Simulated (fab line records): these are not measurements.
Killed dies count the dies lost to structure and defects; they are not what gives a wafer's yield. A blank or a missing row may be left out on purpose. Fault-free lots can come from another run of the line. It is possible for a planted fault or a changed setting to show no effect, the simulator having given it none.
fab line records	flow nandHarc	part 2 of 2: steps 23 to 34 of 34
record: lots: 5	wafers: 15	lastDay: 24
route steps=1159 shown A_STAIRCASE@716 A_SGD_CUT@747
lots untouched by any fault: they come from a run of this same line in which no faults occurred
startH: hours from the record's opening day to when the first of the lot's shown wafers began	waitH: time in hours since the lot's previous step	" same as the row above	L1.1+2: a row that stands for several wafers	- value missing, or start not given	* or withheld: withheld	< > ~ a bound
route shown NAME@n: NAME is a module with steps in the file, n the number in the route of the first one	usual: average and standard deviation across the fault-free wafers	same: alike in all rows	chamber/n: place in a boat	sites: each site's reading	_std_site: standard deviation across them	_edge_site: mean of outer sites minus mean of inner sites	radiusMm: for every site, how far away it sits from the centre of the wafer	mask NAME#n: copy n	behind: the tool/chamber that last shaped the wafer	hold: the reason the lot was held/the length of the hold in hours/how it ended	device: the transistor (n, p or np) that didn't switch	end of line: tests of these same wafers at the route's end	step lacking rows: just its recipe	killed: the dies lost at the first sort to structure and to defects; this is not the yield of the wafer	map: a wafer's dies, marking killed ones x, the rest . and places with no die _
set.NAME: the setting as run; set.NAME@STEP: as run at that earlier step	model.NAME: the simulator's own value behind a step, which no gauge read
certain route steps with their lots: each step a table, each wafer a row
services: when a tool's chamber went out of use (startH, in hours from the record's first day, below 0 if earlier), for how many hours, and the reason
== steps ==
step: NHARC_A_STAIRCASE_STRIP_475
recipe: timeS: 20	o2FlowSccm: 500	arFlowSccm: 0	biasW: 0	chemistry: O2
usual: drypumpMotorCurrentA: 5.61/0.25	oesProductAu: 1.004/0.013	rfVppV: 57.8/0.88	showerheadPlenumPTorr: 3.52/0.16	throttleValvePct: 17.034/0.0091
lot.wafer	tool	chamber	startH	waitH	drypumpMotorCurrentA	oesProductAu	rfHoursCounterH	rfVppV	showerheadPlenumPTorr	throttleValvePct
L084.3	rieDiel-04	3	-	-	5.26	1.018	24	57.0	3.37	17.029
L084.2	"	1	"	"	5.77	1.012	26	60.4	3.76	17.029
L084.6	"	3	"	"	5.26	1.013	-	56.4	3.37	17.039
L085.1	rieDiel-04	3	-	-	5.22	1.015	31	57.0	3.37	17.027
L085.4	"	0	"	"	6.02	1.015	30	58.8	3.42	17.025
L085.5	"	2	"	"	5.51	0.985	-	57.5	3.45	17.026
L086.2	rieDiel-04	2	-	-	5.56	0.987	34	57.6	3.45	17.044
L086.1	"	0	"	"	6.03	1.003	32	58.0	3.41	17.036
L086.6	"	3	"	"	5.24	1.009	-	56.9	3.37	17.040
L090.4	rieDiel-05	3	-	-	5.39	1.017	16	58.8	3.76	17.041
L090.2	"	0	"	"	5.64	0.994	16	56.6	3.34	17.041
L090.6	"	0	"	"	5.61	0.985	-	57.0	3.34	17.027
L097.1	rieDiel-04	3	451.14	0.2	5.24	1.011	56	56.8	3.36	17.044
L097.6	"	2	"	"	5.55	0.979	-	57.6	3.44	17.036
L097.4	"	1	"	"	5.76	1.003	-	57.2	3.74	17.044
step: NHARC_A_STAIRCASE_DEP_471
recipe: targetThkA: 1000	tempC: 400	pressureTorr: 6.5	rfW: 900	teosFlowSccm: 161.4	flowSccm: 2650	targetThkNm: 100	gas: O2	material: SiO2
usual: heaterPowerW: 534/71	throttleValvePct: 15.7/0.79
lot.wafer	tool	chamber	startH	waitH	heaterPowerW	throttleValvePct
L084.2	pecvd-02	1	362.46	-	463	14.3
L084.3	"	0	"	"	457	15.1
L084.6	"	2	"	"	616	15.2
L085.1	pecvd-03	1	382.22	-	545	15.6
L085.4	"	1	"	"	541	16.1
L085.5	"	0	"	"	547	16.1
L086.2	pecvd-02	1	385.73	-	460	14.6
L086.1	"	0	"	"	481	15.3
L086.6	"	1	"	"	460	14.1
L090.2	pecvd-02	0	399.51	-	465	14.7
L090.4	"	0	"	"	460	14.8
L090.6	"	2	"	"	561	15.2
L097.1	pecvd-01	0	451.23	-	463	16.0
L097.4	"	0	"	"	465	16.5
L097.6	"	1	"	"	604	15.5
step: NHARC_A_STAIRCASE_CMP_472
recipe: material: SiO2
usual: motorCurrentA: 12.3/1.1
lot.wafer	tool	chamber	startH	waitH	motorCurrentA
L084.2	cmp-03	0	362.73	0.2	14.2
L084.3	"	3	"	"	11.9
L084.6	"	1	"	"	10.9
L085.1	cmp-02	2	382.63	0.4	11.8
L085.4	"	3	"	"	12.4
L085.5	"	1	"	"	11.4
L086.1	cmp-03	1	386.03	0.2	10.5
L086.2	"	0	"	"	13.6
L086.6	"	2	"	"	13.8
L090.4	cmp-01	0	399.86	0.2	12.9
L090.2	"	1	"	"	13.7
L090.6	"	2	"	"	10.9
L097.1	cmp-01	0	451.51	0.2	13.1
L097.4	"	1	"	"	12.9
L097.6	"	1	"	"	13.0
step: NHARC_A_STAIRCASE_SRD_474
lot.wafer	tool	chamber	startH	waitH
L084.2+3+6	wetBench-05	7,2,3	362.99	0.0
L085.4+1+5	wetBench-01	2,5,6	382.86	0.0
L086.2+6+1	wetBench-05	7,1,2	386.29	0.0
L090.6+2+4	wetBench-05	2,5,6	400.07	0.0
L097.6+4+1	wetBench-05	6,7,0	451.77	0.0
step: NHARC_A_STAIRCASE_INSPECT_155
usual: rawDefectCount: 319/110
lot.wafer	tool	chamber	startH	waitH	rawDefectCount
L084.2	defectInspect-01	-	363.07	0.1	348
L084.3	"	-	"	"	238
L084.6	"	-	"	"	527
L085.1	defectInspect-01	-	382.94	0.1	260
L085.4	"	-	"	"	159
L085.5	"	-	"	"	210
L086.1	defectInspect-01	-	386.37	0.1	388
L086.2	"	-	"	"	426
L086.6	"	-	"	"	272
L090.2	defectInspect-01	-	400.15	0.1	330
L090.4	"	-	"	"	303
L090.6	"	-	"	"	353
L097.1	defectInspect-02	-	451.85	0.1	358
L097.4	"	-	"	"	220
L097.6	"	-	"	"	286
step: NHARC_A_SGD_CUT_DEP_00
recipe: targetThkA: 500	tempC: 400	targetThkNm: 50	flowSccm: 200	rfW: 450	material: SiNx
usual: heaterPowerW: 744/61
lot.wafer	tool	chamber	startH	waitH	heaterPowerW
L084.3	pecvd-01	1	363.17	0.1	879
L084.2	"	2	"	"	658
L084.6	"	2	"	"	669
L085.1	pecvd-03	1	383.19	0.2	731
L085.5	"	0	"	"	764
L085.4	"	2	"	"	698
L086.2	pecvd-03	0	386.51	0.1	728
L086.1	"	1	"	"	668
L086.6	"	1	"	"	663
L090.2	pecvd-04	0	400.27	0.1	706
L090.6	"	2	"	"	798
L090.4	"	0	"	"	679
L097.1	pecvd-01	1	451.95	0.1	818
L097.6	"	0	"	"	660
L097.4	"	2	"	"	696
step: NHARC_A_SGD_CUT_DEHYDRATE_01
recipe: tempC: 150	timeS: 120
usual: exhaustPa: 44.9/0.97	heaterPowerTotalW: 182.5/1.2
lot.wafer	tool	chamber	startH	waitH	exhaustPa	heaterPowerTotalW
L084.2	lithoTrack-06	0	363.41	0.2	43.4	183.8
L084.3	"	0	"	"	43.7	184.1
L084.6	"	0	"	"	44.0	182.4
L085.1	lithoTrack-04	0	383.43	0.2	44.3	184.0
L085.4	"	0	"	"	45.1	181.2
L085.5	"	0	"	"	44.7	182.1
L086.1	lithoTrack-01	0	386.78	0.2	44.6	183.8
L086.2	"	0	"	"	46.2	181.4
L086.6	"	0	"	"	44.6	183.1
L090.2	lithoTrack-04	0	400.49	0.2	45.5	183.5
L090.4	"	0	"	"	43.7	182.1
L090.6	"	0	"	"	44.9	183.6
L097.1	lithoTrack-01	0	452.19	0.2	43.8	182.3
L097.4	"	0	"	"	44.3	183.5
L097.6	"	0	"	"	43.5	184.0
step: NHARC_A_SGD_CUT_HMDS_02
recipe: timeS: 30
usual: exhaustPa: 45.1/0.87
lot.wafer	tool	chamber	startH	waitH	exhaustPa
L084.2	lithoTrack-06	0	-	-	44.8
L084.3	"	0	"	"	47.0
L084.6	"	0	"	"	43.8
L085.1	lithoTrack-04	0	-	-	44.7
L085.4	"	0	"	"	44.3
L085.5	"	0	"	"	44.6
L086.1	lithoTrack-01	0	-	-	44.4
L086.2	"	0	"	"	45.2
L086.6	"	0	"	"	44.3
L090.2	lithoTrack-04	0	-	-	45.4
L090.4	"	0	"	"	45.2
L090.6	"	0	"	"	45.7
L097.1	lithoTrack-01	0	-	-	45.7
L097.4	"	0	"	"	45.9
L097.6	"	0	"	"	46.0
step: NHARC_A_SGD_CUT_COAT_56
recipe: tempC: 260	timeS: 75
usual: exhaustPa: 44.9/0.9	heaterPowerTotalW: 486.8/1.6
lot.wafer	tool	chamber	startH	waitH	exhaustPa	heaterPowerTotalW
L084.2	lithoTrack-06	0	-	-	44.5	489.6
L084.3	"	0	"	"	43.9	489.0
L084.6	"	0	"	"	43.1	485.1
L085.1	lithoTrack-04	0	-	-	44.6	485.8
L085.4	"	0	"	"	45.7	489.4
L085.5	"	0	"	"	44.0	484.8
L086.1	lithoTrack-01	0	-	-	45.0	486.7
L086.2	"	0	"	"	45.2	485.3
L086.6	"	0	"	"	44.6	488.2
L090.2	lithoTrack-04	0	-	-	44.8	486.6
L090.4	"	0	"	"	45.4	488.6
L090.6	"	0	"	"	44.8	484.4
L097.1	lithoTrack-01	0	-	-	43.9	487.8
L097.4	"	0	"	"	44.3	486.2
L097.6	"	0	"	"	45.4	488.0
step: NHARC_A_SGD_CUT_COAT_57
recipe: tempC: 225	timeS: 65
usual: exhaustPa: 45.1/0.89	heaterPowerTotalW: 446.8/1.9
lot.wafer	tool	chamber	startH	waitH	exhaustPa	heaterPowerTotalW
L084.2	lithoTrack-06	0	-	-	43.6	448.0
L084.3	"	0	"	"	44.8	445.7
L084.6	"	0	"	"	43.8	448.5
L085.1	lithoTrack-04	0	-	-	45.7	447.3
L085.4	"	0	"	"	45.3	446.0
L085.5	"	0	"	"	45.6	448.4
L086.1	lithoTrack-01	0	-	-	45.3	444.8
L086.2	"	0	"	"	45.9	448.8
L086.6	"	0	"	"	46.6	447.9
L090.2	lithoTrack-04	0	-	-	44.5	448.6
L090.4	"	0	"	"	44.4	443.9
L090.6	"	0	"	"	44.4	445.0
L097.1	lithoTrack-01	0	-	-	45.3	448.3
L097.4	"	0	"	"	46.1	443.9
L097.6	"	0	"	"	45.6	444.5
step: NHARC_A_SGD_CUT_COAT_03
recipe: spinRpm: 1500	resistThkNm: 90
usual: exhaustPa: 45.1/0.98
lot.wafer	tool	chamber	startH	waitH	exhaustPa
L084.2	lithoTrack-06	0	-	-	43.1
L084.3	"	0	"	"	42.7
L084.6	"	0	"	"	43.6
L085.1	lithoTrack-04	0	-	-	44.8
L085.4	"	0	"	"	45.5
L085.5	"	0	"	"	46.4
L086.1	lithoTrack-01	0	-	-	46.3
L086.2	"	0	"	"	47.0
L086.6	"	0	"	"	46.4
L090.2	lithoTrack-04	0	-	-	43.9
L090.4	"	0	"	"	44.1
L090.6	"	0	"	"	44.6
L097.1	lithoTrack-01	0	-	-	45.5
L097.4	"	0	"	"	46.1
L097.6	"	0	"	"	46.4
step: NHARC_A_SGD_CUT_SOFTBAKE_04
recipe: tempC: 105	timeS: 55
usual: exhaustPa: 45.1/0.88	heaterPowerTotalW: 188.47/0.14
lot.wafer	tool	chamber	startH	waitH	exhaustPa	heaterPowerTotalW
L084.2	lithoTrack-06	0	-	-	44.9	188.34
L084.3	"	0	"	"	45.4	188.46
L084.6	"	0	"	"	44.7	188.63
L085.1	lithoTrack-04	0	-	-	45.3	188.47
L085.4	"	0	"	"	46.4	188.52
L085.5	"	0	"	"	44.8	188.45
L086.1	lithoTrack-01	0	-	-	45.1	188.28
L086.2	"	0	"	"	46.2	188.31
L086.6	"	0	"	"	45.8	188.58
L090.2	lithoTrack-04	0	-	-	44.4	188.43
L090.4	"	0	"	"	43.7	188.78
L090.6	"	0	"	"	43.4	188.32
L097.1	lithoTrack-01	0	-	-	46.6	188.43
L097.4	"	0	"	"	45.2	188.49
L097.6	"	0	"	"	44.9	188.62
== services ==
tool	chamber	startH	hours	kind
wetBench-04	-	339.20	8.0	pm
lithoTrack-02	-	340.00	7.0	pm
rieDiel-05	-	348.55	9.0	pm
wetBench-04	-	350.28	26.1	repair
cmp-03	-	352.17	4.0	pm
lithoTrack-07	-	364.00	7.0	pm
cmp-02	-	369.01	4.0	pm
wetBench-05	-	372.80	8.0	pm
cmp-01	-	376.13	4.0	pm
cmp-03	-	385.61	0.4	repair
lithoTrack-03	-	388.00	7.0	pm
wetBench-01	-	389.60	8.0	pm
cmp-01	-	393.03	0.5	repair
rieDiel-06	1	401.58	7.4	repair
rieDiel-04	1	406.37	17.4	repair
rieDiel-06	-	418.21	9.0	pm
cmp-03	-	421.16	0.7	repair
cmp-02	-	424.44	1.6	repair
cmp-03	-	438.71	4.2	repair
cmp-02	-	441.75	1.7	repair
lithoTrack-01	-	443.00	7.0	pm
cmp-03	-	446.75	0.5	repair
rieDiel-04	0	449.88	2.4	repair
cmp-03	-	450.17	4.0	pm
